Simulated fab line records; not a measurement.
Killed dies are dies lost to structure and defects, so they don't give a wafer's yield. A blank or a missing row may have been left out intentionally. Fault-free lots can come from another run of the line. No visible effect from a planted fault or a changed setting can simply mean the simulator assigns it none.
Struck lot and sound lot, side by side    flow n5 finfet    16 steps out of a route of 1938
Sound: wafers L414.2, L414.3, L414.6. Wafers L432.3, L432.4 were the ones struck. The cause comes at the end.
For every step that has rows: the tool of each side, followed by ch and its chambers, followed by its first start. Under that, the readings that differ: sound wafers    struck wafers    difference of the means    sigmas: that difference in standard deviations of wafers without a fault.
alike: a reading whose means differ by less than 2 such deviations, as well as words and numbers matching on both sides. not compared: withheld readings; readings where some wafer has no value; bounds like >300 that might hide an equal value; numbers whose values overlap and for which the record gives no deviation.
The two part at a step that has a row with sigmas, a row that says differs or no value, or rows on one side only. When numbers do not overlap yet have no deviation, they are printed without sigmas and do not part them. Lack of a reading on every wafer of one side parts them only where that side has two or more wafers.

first, 9 steps without rows for these wafers: N5_BEOL_M1_COAT_05 (resist thk 30 nm); N5_BEOL_M1_EBR_07; N5_BEOL_M1_SOFTBAKE_06 (time 60 s); N5_BEOL_M1_EXPOSE_08 (exposes mask M1); N5_BEOL_M1_PEB_09 (peb time 60 s); N5_BEOL_M1_DEVELOP_10 (develop time 30 s); N5_BEOL_M1_DESCUM_16 (chemistry O2, time 7 s); N5_BEOL_M1_ETCH_74 (etches underlayer in N2/H2, target depth 6.5 nm, time 5.2 s); N5_BEOL_M1_ETCH_63 (etches SiARC in CF4, target depth 15.6 nm, time 26 s).
N5_BEOL_M1_ETCH_64: etches SOC in N2/H2, target depth 75 nm, overetch 15 nm, time 112.5 s.
  sound on rie diel-01 ch 0,1,2, day 6 12:34; struck on rie diel-01 ch 2,3, day 10 19:50
reading                                     sound        struck   difference  sigmas
model.SiARC_of_BEOL_M1_COAT_62.thk nm (nm)  6.6 6.8 6.6  6.2 6.2  -0.5        
  alike: drypump motor current A, oes product au, rf vpp V, showerhead plenum p Torr, throttle valve pct
  not compared: rf hours counter h
then, 3 steps without rows for these wafers: N5_BEOL_M1_STRIP_65 (strips in N2/H2); N5_BEOL_M1_STRIP_75 (strips in N2/H2); N5_BEOL_M1_STRIP_66 (strips in CF4).
N5_BEOL_M1_HM_OPEN_17: chemistry Cl2/BCl3, target TiN, target depth 20 nm, overetch 6 nm.
  sound on rie metal-02 ch 0,1, day 6 12:44; struck on rie metal-03 ch 0,1, day 10 20:02
reading                   sound             struck       difference  sigmas
model.etch.depth nm (nm)  19.6 19.68 19.78  18.97 18.87  -0.77       
  alike: drypump motor current A, mfc ar sccm, mfc cl2 sccm, oes product au, throttle valve pct
  not compared: rf hours counter h
then, 1 step without rows for these wafers: N5_BEOL_M1_STRIP_19 (strips in O2).
N5_BEOL_M4_RC_MEAS_101:
  sound on prober-01 ch 0, day 8 13:41; struck on prober-02 ch 0, day 12 12:25
reading         sound                 struck         difference  sigmas
DIBL_N (mV/V)   38.7 39.5 38.9        36.4 35.2      -3.2        -2
DIBL_P (mV/V)   38.4 39.5 38.5        35.8 34.1      -3.8        -3
IOFF_P (nA/um)  0.243 0.268 0.254     0.203 0.186    -0.060      -2
VT_P (mV)       -248.6 -247.0 -246.5  -255.4 -252.7  -6.7        -3
  alike: IOFF_N, ION_N, ION_P, SS_N, SS_P, VT_N

## WHERE THEY PART
Within this record, at N5_BEOL_M4_RC_MEAS_101 only.

WHY: whatever the simulator had introduced
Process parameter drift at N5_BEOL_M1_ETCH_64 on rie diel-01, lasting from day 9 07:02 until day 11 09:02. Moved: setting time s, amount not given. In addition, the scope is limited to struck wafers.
